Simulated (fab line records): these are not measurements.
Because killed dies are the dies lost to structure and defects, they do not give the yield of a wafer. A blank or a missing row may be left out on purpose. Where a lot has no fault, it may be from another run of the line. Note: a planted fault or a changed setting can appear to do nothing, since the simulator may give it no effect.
fab line records -- flow n5-finfet
record: lots: 11, wafers: 33, last-day: 18
route steps=1938 shown WELL_APT@25 PMOS_HMC_CHANNEL_EPI@70
lots untouched by any fault: they come from a run of this same line in which no faults occurred
start-h: the number of hours between the record's first day and the start of the first shown wafer of the lot -- wait-h: how many hours have passed since the lot's step before this one -- " same as the row above -- L1.1+2: a row that stands for several wafers -- - either no value or no given start -- * or withheld: withheld -- < > ~ a bound
route shown NAME@n: names a module that has steps shown in the file, with the first one's number in the route -- usual: average and standard deviation across the fault-free wafers -- same: alike in all rows -- chamber/n: place in a boat -- sites: per-site readings -- _std_site: their standard deviation -- _edge_site: inner sites' mean taken away from outer sites' mean -- radius-mm: for every site, how far away it sits from the centre of the wafer -- mask NAME#n: copy n -- behind: tool/chamber where the wafer was last shaped -- hold: what put the lot on hold/how long, in hours/how the hold closed -- device: which transistor (n, p or np) failed to switch -- end of line: the same wafers' tests at the end of the route -- a step given without rows: its recipe and nothing more -- killed: the dies lost at the first sort to structure and to defects; this is not the yield of the wafer -- map: per-die view of a wafer (x killed, . not killed, _ where there is no die)
set.NAME: the setting that was run; set.NAME@STEP: the one run at that earlier step -- model.NAME: the simulator's own value behind a step, which no gauge read
the route's steps for a sample of lots (tables are steps, rows are wafers)
services: from which hour (start-h, from the record's first day; less than 0 if before it) a tool's chamber was out of use, for how many hours, and why
== steps ==
step: N5_WELL_APT_PEB_06
recipe: peb-temp-c: 130, peb-time-s: 90
usual: heater-power-total-W: 172.5/0.75
lot.wafer,tool,chamber,start-h,wait-h,heater-power-total-W
L288.3,litho-track-01,0,13.59,0.0,172.8
L288.5,litho-track-01,0,13.59,0.0,172.9
L288.6,litho-track-01,0,13.59,0.0,173.0
L289.2,litho-track-01,0,19.60,0.0,172.3
L289.5,litho-track-01,0,19.60,0.0,172.2
L289.6,litho-track-01,0,19.60,0.0,172.9
L290.1,litho-track-04,0,25.64,0.1,173.7
L290.4,litho-track-04,0,25.64,0.1,171.6
L290.6,litho-track-04,0,25.64,0.1,171.4
L291.2,litho-track-01,0,32.13,0.0,172.4
L291.3,litho-track-01,0,32.13,0.0,170.8
L291.4,litho-track-01,0,32.13,0.0,172.6
L292.3,litho-track-03,0,37.47,0.0,171.0
L292.4,litho-track-03,0,37.47,0.0,172.0
L292.6,litho-track-03,0,37.47,0.0,174.0
L298.1,litho-track-03,0,73.59,0.1,171.6
L298.2,litho-track-03,0,73.59,0.1,172.3
L298.5,litho-track-03,0,73.59,0.1,173.0
L299.4,litho-track-01,0,79.69,0.0,171.2
L299.5,litho-track-01,0,79.69,0.0,179.7
L299.6,litho-track-01,0,79.69,0.0,179.1
L303.1,litho-track-04,0,103.45,0.1,173.1
L303.3,litho-track-04,0,103.45,0.1,172.8
L303.4,litho-track-04,0,103.45,0.1,172.5
L304.2,litho-track-03,0,109.57,0.0,172.7
L304.3,litho-track-03,0,109.57,0.0,173.1
L304.5,litho-track-03,0,109.57,0.0,171.2
L308.1,litho-track-04,0,133.73,0.1,173.6
L308.2,litho-track-04,0,133.73,0.1,172.1
L308.3,litho-track-04,0,133.73,0.1,172.9
L310.2,litho-track-04,0,145.49,0.0,172.2
L310.3,litho-track-04,0,145.49,0.0,173.8
L310.5,litho-track-04,0,145.49,0.0,172.2
step: N5_PMOS_HMC_CHANNEL_EPI_HM_OPEN_15
recipe: chemistry: CHF3/O2, target: SiO2, mask-material: CAR-ArF-block, target-depth-a: 406, CHF3_flow_sccm: 50, O2_flow_sccm: 5, Ar_flow_sccm: 200, time-s: 20.3, pressure-mtorr: 30, source-w: 650, bias-w: 170, ion-energy-ev: 200
usual: drypump-motor-current-A: 5.9/0.45, mfc-ar-sccm: 200.0/0.65, oes-product-au: 0.76/0.059, rf-vpp-V: 519/16, showerhead-plenum-p-Torr: 2.40/0.093, throttle-valve-pct: 19.0/0.32
lot.wafer,tool,chamber,start-h,wait-h,drypump-motor-current-A,mfc-ar-sccm,oes-product-au,rf-hours-counter-h,rf-vpp-V,showerhead-plenum-p-Torr,throttle-valve-pct
L288.3,rie-diel-06,3,17.28,0.0,5.9,200.6,0.83,73,499,2.26,18.6
L288.5,rie-diel-06,3,17.28,0.0,5.9,200.6,0.83,-,498,2.26,18.6
L288.6,rie-diel-06,0,17.28,0.0,6.5,201.0,0.80,-,503,2.32,18.5
L289.2,rie-diel-01,1,23.68,0.0,5.5,199.0,0.73,203,519,2.50,19.3
L289.5,rie-diel-01,2,23.68,0.0,5.4,199.7,0.77,-,533,2.52,19.0
L289.6,rie-diel-01,3,23.68,0.0,5.4,199.8,0.81,-,518,2.43,19.2
L290.1,rie-diel-06,1,29.36,0.0,6.5,199.9,0.65,247,521,2.28,19.2
L290.4,rie-diel-06,3,29.36,0.0,5.9,200.2,0.82,77,499,2.26,18.6
L290.6,rie-diel-06,1,29.36,0.0,6.5,200.0,0.64,-,520,2.28,19.2
L291.2,rie-diel-01,3,35.87,0.0,5.4,199.2,0.81,93,517,2.43,19.1
L291.3,rie-diel-01,0,35.87,0.0,5.5,198.5,0.73,179,511,2.41,19.1
L291.4,rie-diel-01,1,35.87,0.0,5.5,199.8,0.73,206,517,2.50,19.3
L292.3,rie-diel-06,2,41.29,0.0,5.6,199.7,0.74,200,529,2.40,19.4
L292.4,rie-diel-06,3,41.29,0.0,5.8,200.0,0.82,-,497,2.26,18.6
L292.6,rie-diel-06,2,41.29,0.0,5.6,199.2,0.73,-,527,2.40,19.4
L298.1,rie-diel-03,1,77.08,0.0,6.8,199.6,0.72,170,518,2.31,19.2
L298.2,rie-diel-03,2,77.08,0.0,6.2,199.7,0.71,169,563,2.50,19.1
L298.5,rie-diel-03,2,77.08,0.0,6.2,199.7,0.71,-,564,2.50,19.1
L299.4,rie-diel-03,2,84.13,0.0,6.2,199.4,0.71,171,563,2.50,19.1
L299.5,rie-diel-03,2,84.13,0.0,6.2,198.9,0.71,-,563,2.50,19.1
L299.6,rie-diel-03,3,84.13,0.0,5.8,200.5,0.82,-,517,2.36,18.6
L303.1,rie-diel-06,2,107.43,0.0,5.6,200.5,0.72,223,528,2.39,19.5
L303.3,rie-diel-06,0,107.43,0.0,6.5,200.0,0.76,164,502,2.31,18.6
L303.4,rie-diel-06,1,107.43,0.0,6.5,200.3,0.93,14,529,2.57,18.8
L304.2,rie-diel-06,1,113.15,0.0,6.5,200.0,0.91,16,529,2.57,18.8
L304.3,rie-diel-06,2,113.15,0.0,5.6,200.6,0.72,224,528,2.39,19.5
L304.5,rie-diel-06,1,113.15,0.0,6.5,200.4,0.92,-,531,2.57,18.8
L308.1,rie-diel-06,0,137.78,0.0,6.5,200.5,0.76,172,504,2.31,18.6
L308.2,rie-diel-06,2,137.78,0.0,5.6,200.8,0.71,232,528,2.38,19.5
L308.3,rie-diel-06,3,137.78,0.0,5.8,200.1,0.80,113,498,2.25,18.6
L310.2,rie-diel-03,0,149.17,0.0,5.7,200.3,0.76,144,536,2.51,19.2
L310.3,rie-diel-03,2,149.17,0.0,6.2,199.8,0.70,188,562,2.49,19.1
L310.5,rie-diel-03,0,149.17,0.0,5.7,200.6,0.76,-,537,2.51,19.2
step: N5_PMOS_HMC_CHANNEL_EPI_ETCH_38
recipe: chemistry: CF4, target: SiO2, target-depth-a: 15, ion-energy-ev: 350, pressure-mtorr: 10, icp-w: 800, bias-w: 400, cf4-flow-sccm: 80
usual: drypump-motor-current-A: 5.7/0.47, oes-product-au: 0.983/0.025, throttle-valve-pct: 21.90/0.29
lot.wafer,tool,chamber,start-h,wait-h,drypump-motor-current-A,oes-product-au,rf-hours-counter-h,throttle-valve-pct
L288.3,rie-si-06,0,17.64,0.0,5.9,0.947,160,21.34
L288.5,rie-si-06,3,17.64,0.0,6.2,1.029,-,22.01
L288.6,rie-si-06,0,17.64,0.0,5.9,0.943,-,21.35
L289.2,rie-si-06,0,24.05,0.0,5.9,0.952,160,21.35
L289.5,rie-si-06,1,24.05,0.0,6.4,0.991,-,21.92
L289.6,rie-si-06,0,24.05,0.0,5.9,0.937,-,21.36
L290.1,rie-si-04,2,29.72,0.0,6.5,1.011,19,21.98
L290.4,rie-si-04,0,29.72,0.0,5.5,0.995,108,22.27
L290.6,rie-si-04,0,29.72,0.0,5.5,0.999,-,22.27
L291.2,rie-si-01,0,36.23,0.0,5.0,0.980,147,22.04
L291.3,rie-si-01,3,36.23,0.0,5.8,0.968,33,21.88
L291.4,rie-si-01,3,36.23,0.0,5.8,0.967,-,21.87
L292.3,rie-si-06,1,41.65,0.0,6.3,1.004,44,21.90
L292.4,rie-si-06,0,41.65,0.0,5.9,0.953,-,21.33
L292.6,rie-si-06,2,41.65,0.0,5.2,0.990,-,22.02
L298.1,rie-si-06,0,77.45,0.0,5.9,0.944,162,21.34
L298.2,rie-si-06,1,77.45,0.0,6.3,1.008,45,21.91
L298.5,rie-si-06,0,77.45,0.0,5.9,0.953,-,21.36
L299.4,rie-si-04,1,84.50,0.0,5.5,0.939,86,21.94
L299.5,rie-si-04,2,84.50,0.0,6.5,1.008,-,22.01
L299.6,rie-si-04,3,84.50,0.0,5.6,0.962,-,22.30
L303.1,rie-si-04,3,107.79,0.0,5.6,0.978,144,22.29
L303.3,rie-si-04,1,107.79,0.0,5.5,0.947,86,21.95
L303.4,rie-si-04,2,107.79,0.0,6.6,1.010,20,22.00
L304.2,rie-si-06,3,113.51,0.0,6.2,1.040,156,22.01
L304.3,rie-si-06,2,113.51,0.0,5.2,1.002,0,21.88
L304.5,rie-si-06,3,113.51,0.0,6.2,1.035,-,22.03
L308.1,rie-si-06,2,138.14,0.0,5.2,0.986,1,21.89
L308.2,rie-si-06,3,138.14,0.0,6.2,1.031,157,22.03
L308.3,rie-si-06,0,138.14,0.0,5.9,0.939,163,21.35
L310.2,rie-si-04,0,149.55,0.0,5.5,0.986,111,22.28
L310.3,rie-si-04,2,149.55,0.0,6.5,1.008,21,22.01
L310.5,rie-si-04,1,149.55,0.0,5.5,0.945,-,21.94
step: N5_PMOS_HMC_CHANNEL_EPI_CMP_21
recipe: material: SiGe30, post-cmp-clean: alkaline-brush, target-thk-nm: 54
usual: motor-current-A: 12.4/1.1, pad-life-wafers: 881/500
lot.wafer,tool,chamber,start-h,wait-h,motor-current-A,pad-life-wafers
L288.3,cmp-04,1,19.17,0.0,12.1,1896
L288.5,cmp-04,1,19.17,0.0,11.5,-
L288.6,cmp-04,2,19.17,0.0,12.1,-
L289.2,cmp-01,3,25.97,0.0,13.2,252
L289.5,cmp-01,3,25.97,0.0,13.7,-
L289.6,cmp-01,0,25.97,0.0,13.5,-
L290.4,cmp-04,2,31.32,0.1,11.6,1988
L290.1,cmp-04,3,31.32,0.1,11.8,1989
L290.6,cmp-04,0,31.32,0.1,12.7,-
L291.3,cmp-03,1,37.76,0.0,14.1,624
L291.4,cmp-03,2,37.76,0.0,14.7,625
L291.2,cmp-03,0,37.76,0.0,12.1,627
L292.3,cmp-04,3,43.19,0.0,11.8,6
L292.4,cmp-04,1,43.19,0.0,12.1,8
L292.6,cmp-04,0,43.19,0.0,12.8,-
L298.2,cmp-04,3,78.98,0.0,11.5,288
L298.1,cmp-04,0,78.98,0.0,12.9,289
L298.5,cmp-04,0,78.98,0.0,12.9,-
L299.4,cmp-03,0,86.63,0.1,12.3,1040
L299.6,cmp-03,2,86.63,0.1,14.8,-
L299.5,cmp-03,3,86.63,0.1,12.3,-
L303.4,cmp-03,2,109.31,0.0,15.2,1254
L303.1,cmp-03,3,109.31,0.0,12.1,1255
L303.3,cmp-03,0,109.31,0.0,12.2,1256
L304.3,cmp-03,2,115.48,0.1,14.3,1309
L304.2,cmp-03,0,115.48,0.1,11.9,1311
L304.5,cmp-03,2,115.48,0.1,14.7,-
L308.2,cmp-04,2,139.67,0.0,11.1,726
L308.3,cmp-04,0,139.67,0.0,11.7,728
L308.1,cmp-04,1,139.67,0.0,11.5,729
L310.3,cmp-04,1,151.12,0.1,11.2,835
L310.2,cmp-04,2,151.12,0.1,12.1,836
L310.5,cmp-04,0,151.12,0.1,13.4,-
== services ==
tool,chamber,start-h,hours,kind
rie-si-01,2,-10.30,4.1,repair
cmp-01,-,-4.83,4.0,repair
rie-diel-03,3,-4.20,2.7,repair
rie-diel-03,0,-0.40,1.3,repair
rie-si-01,-,3.46,2.0,repair
rie-si-06,3,22.37,37.7,repair
cmp-03,-,25.83,0.5,repair
rie-diel-03,-,27.94,15.6,pm
rie-si-01,2,35.44,5.2,repair
cmp-04,-,38.01,4.0,pm
rie-diel-06,1,38.20,-,clean
rie-diel-06,1,38.20,-,consumable-replace:focus-ring
rie-diel-06,1,38.20,-,consumable-replace:showerhead
rie-diel-06,1,38.20,23.0,scheduled-down
rie-si-04,3,66.80,8.6,repair
cmp-04,-,70.46,2.0,repair
rie-diel-01,0,90.51,8.2,repair
rie-diel-06,0,92.45,4.8,repair
rie-si-01,-,95.36,2.8,pm
rie-diel-01,0,116.14,1.5,repair
cmp-03,-,120.98,2.5,repair
rie-diel-01,2,127.11,6.6,repair
rie-diel-03,2,140.26,5.8,repair
cmp-01,-,146.36,3.7,repair
== key ==
first-sign: step: N5_WELL_APT_PEB_06, reading: heater-power-total-W, direction: up, sigmas: 9.2, usual: *, struck: *
effect none on later readings
met-at N5_WELL_APT_PEB_06
struck-lots L299
struck-wafers L299.5,L299.6
tester-left-out L299
not-acting-at N5_PMOS_HMC_CHANNEL_EPI_HM_OPEN_15,N5_PMOS_HMC_CHANNEL_EPI_ETCH_38,N5_PMOS_HMC_CHANNEL_EPI_CMP_21
onset-between 32.13 79.69
fault: kind: process-parameter-drift, tool: litho-track-01, chamber: -, onset-h: 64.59, steps: N5_WELL_APT_PEB_06, channel: peb-time-s, offset: *, shape: step, end-h: 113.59, scope: struck-wafers-only, acts-in: *, stated: *
tester-left-out: of these lots the tester's yield and bins aren't shown, on N5 and GAA mostly nor the transistor test; their killed dies are dies lost to structure and defects alone, not to doping, threshold or leakage, so they don't give the yield
